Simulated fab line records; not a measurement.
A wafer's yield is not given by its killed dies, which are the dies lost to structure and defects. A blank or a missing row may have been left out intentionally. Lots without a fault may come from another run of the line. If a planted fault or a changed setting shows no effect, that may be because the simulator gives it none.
Chamber matching | flow n5-finfet | N5_BEOL_M0_SAQP_CUT_ETCH_46 on rie-diel-05 has 4 sister chambers
The step etches SOC in N2/H2, target depth 135 nm, overetch 27 nm, time 202.5 s. 4 wafers are shown with their chamber, then 10 later ones without.

== EACH WAFER AND ITS CHAMBER ==
wafer  | chamber | drypump-motor-current-A (A)
L088.1 | 1       | 6.3
L089.5 | 3       | 6.2
L091.3 | 2       | 5.3
L091.4 | 0       | 6.1

== WAFERS WITHOUT THEIR CHAMBER ==
wafer  | drypump-motor-current-A (A)
L091.6 | 6.4
L092.1 | 6.1
L092.2 | 6.1
L092.5 | 6.1
L096.1 | 5.3
L096.2 | 6.3
L096.6 | 6.1
L097.1 | 6.1
L097.3 | 6.3
L097.5 | 6.2

== EACH ONE'S CHAMBER ==
wafer  | from the rows above | in truth
L091.6 | 1                   | 1
L092.1 | 0                   | 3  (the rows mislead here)
L092.2 | 0                   | 0
L092.5 | 0                   | 0
L096.1 | 2                   | 2
L096.2 | 1                   | 1
L096.6 | 0                   | 0
L097.1 | 0                   | 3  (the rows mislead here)
L097.3 | 1                   | 1
L097.5 | 3                   | 3
Correct placement for 8 of the 10. Number that these rows cannot place: 0. Number placed wrongly: 2.
How it was worked out, from the rows above alone: a wafer's distance from a chamber is the root of the sum, over the readings, of the square of ((its reading less the chamber's mean) divided by the reading's scatter). The wafer belongs to the nearest chamber; if the next one is less than 2 further off, it can't be placed. Each chamber's mean is taken over the wafers shown for it. The scatter: with one shown wafer a chamber, the root of the mean of the squares of how far each hidden wafer lies from its nearest shown one.
